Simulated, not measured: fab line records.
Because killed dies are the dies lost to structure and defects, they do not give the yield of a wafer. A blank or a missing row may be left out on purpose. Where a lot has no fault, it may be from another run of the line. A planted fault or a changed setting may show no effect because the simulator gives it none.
Which of the tools did it? | flow n5-finfet | Sampling: 12 lots, 36 wafers, 6 of 1938 route steps

== WHAT EACH GAUGE READ, for each wafer ==
N5_BEOL_M5_INSPECT_30: inspects for defects (brightfield).
lot  | measured     | on                | raw-defect-count
L075 | day 9 09:23  | defect-inspect-01 | 539 457 578
L077 | day 9 19:05  | defect-inspect-02 | 329 317 362
L078 | day 10 02:26 | defect-inspect-02 | 359 407 473
L081 | day 10 07:27 | defect-inspect-01 | 500 405 384
L082 | day 11 06:41 | defect-inspect-01 | 475 310 335
L086 | day 11 23:41 | defect-inspect-01 | 312 403 352
L087 | day 12 05:24 | defect-inspect-01 | 342 548 331
L090 | day 13 04:13 | defect-inspect-01 | 417 423 577
L089 | day 13 07:43 | defect-inspect-02 | 401 410 416
L093 | day 13 15:32 | defect-inspect-02 | 566 339 414
L096 | day 14 09:53 | defect-inspect-02 | 333 314 255
L097 | day 15 10:40 | defect-inspect-02 | 482 593 407

== WHICH TOOL RAN EACH LOT (tool, then ch and the chambers of the sampled wafers, then the start) ==
lot  | N5_BEOL_M4_SPUTTER_88        | N5_BEOL_M4_ANNEAL_89         | N5_BEOL_M4_SPUTTER_96        | N5_BEOL_M4_PRE_CLEAN_60          | N5_BEOL_M5_ETCH_62
L075 | pvd-sputter-03, day 9 02:23  | pvd-sputter-03, day 9 02:28  | pvd-sputter-03, day 9 03:16  | cvd-co-01 ch 0,2, day 9 04:06    | rie-diel-01 ch 0,2,3, day 9 07:24
L077 | pvd-sputter-01, day 9 12:54  | pvd-sputter-01, day 9 12:59  | pvd-sputter-01, day 9 13:53  | cvd-co-02 ch 1,2, day 9 14:43    | rie-diel-03 ch 0,2, day 9 17:41
L078 | pvd-sputter-01, day 9 14:58  | pvd-sputter-01, day 9 15:04  | pvd-sputter-01, day 9 15:58  | cvd-co-02 ch 0,1,2, day 9 16:50  | rie-diel-04 ch 1,2, day 9 20:43
L081 | pvd-sputter-01, day 10 00:56 | pvd-sputter-01, day 10 01:01 | pvd-sputter-01, day 10 01:55 | cvd-co-01 ch 0,1, day 10 03:02   | rie-diel-04 ch 0,1,3, day 10 06:35
L082 | pvd-sputter-02, day 11 00:40 | pvd-sputter-02, day 11 00:45 | pvd-sputter-02, day 11 01:33 | cvd-co-01 ch 0,1, day 11 02:22   | rie-diel-01 ch 0,1,2, day 11 05:50
L086 | pvd-sputter-02, day 11 16:35 | pvd-sputter-02, day 11 16:40 | pvd-sputter-02, day 11 17:28 | cvd-co-01 ch 0,1,2, day 11 18:17 | rie-diel-04 ch 0,2,3, day 11 21:57
L087 | pvd-sputter-01, day 11 23:37 | pvd-sputter-01, day 11 23:43 | pvd-sputter-01, day 12 00:37 | cvd-co-01 ch 1,2, day 12 01:27   | rie-diel-01 ch 0,1,2, day 12 04:34
L090 | pvd-sputter-02, day 12 20:59 | pvd-sputter-02, day 12 21:04 | pvd-sputter-02, day 12 21:52 | cvd-co-01 ch 0,1,2, day 12 22:41 | rie-diel-04 ch 0,1,2, day 13 02:11
L089 | pvd-sputter-01, day 13 00:50 | pvd-sputter-01, day 13 00:56 | pvd-sputter-01, day 13 01:50 | cvd-co-01 ch 1,2, day 13 02:40   | rie-diel-03 ch 0,1, day 13 06:22
L093 | pvd-sputter-02, day 13 06:49 | pvd-sputter-02, day 13 06:54 | pvd-sputter-02, day 13 07:42 | cvd-co-02 ch 0,2, day 13 08:31   | rie-diel-01 ch 1,2,3, day 13 13:40
L096 | pvd-sputter-02, day 14 03:50 | pvd-sputter-02, day 14 03:55 | pvd-sputter-02, day 14 04:43 | cvd-co-01 ch 0,2, day 14 05:33   | rie-diel-01 ch 0,2,3, day 14 08:18
L097 | pvd-sputter-02, day 15 02:01 | pvd-sputter-02, day 15 02:06 | pvd-sputter-02, day 15 02:54 | cvd-co-01 ch 0,2, day 15 04:01   | rie-diel-04 ch 1,2,3, day 15 07:21
- N5_BEOL_M4_SPUTTER_88: material Cu, target thk 4.5 nm, time 8.29 s.
- N5_BEOL_M4_ANNEAL_89: time 240 s.
- N5_BEOL_M4_SPUTTER_96: material Cu, target thk 4.5 nm, time 8.29 s.
- N5_BEOL_M4_PRE_CLEAN_60: time 15 s.
- N5_BEOL_M5_ETCH_62: etches SOC in N2/H2, target depth 75 nm, overetch 15 nm, time 112.5 s.

== THE ANSWER, worked out from the rows above alone ==
Rule: what is usual is taken from the lots themselves. The widest of any qualifying gaps counts: lots, ordered by their means at a reading, are off when they make up no more than a third of the lots, leave a main group of 4 or more, and stand apart from it by 3 or more times the standard deviation of that group's means. If all means in a main group match to the digits the tables above print for the reading, that group is not used. A lot without any number at a reading at which 4 lots or more have one is off too. All remaining lots with rows at the step are treated as sound.
No lot is off at any reading shown: from this, nothing can be told.

== WHAT HAD BEEN PUT IN BY THE SIMULATOR ==
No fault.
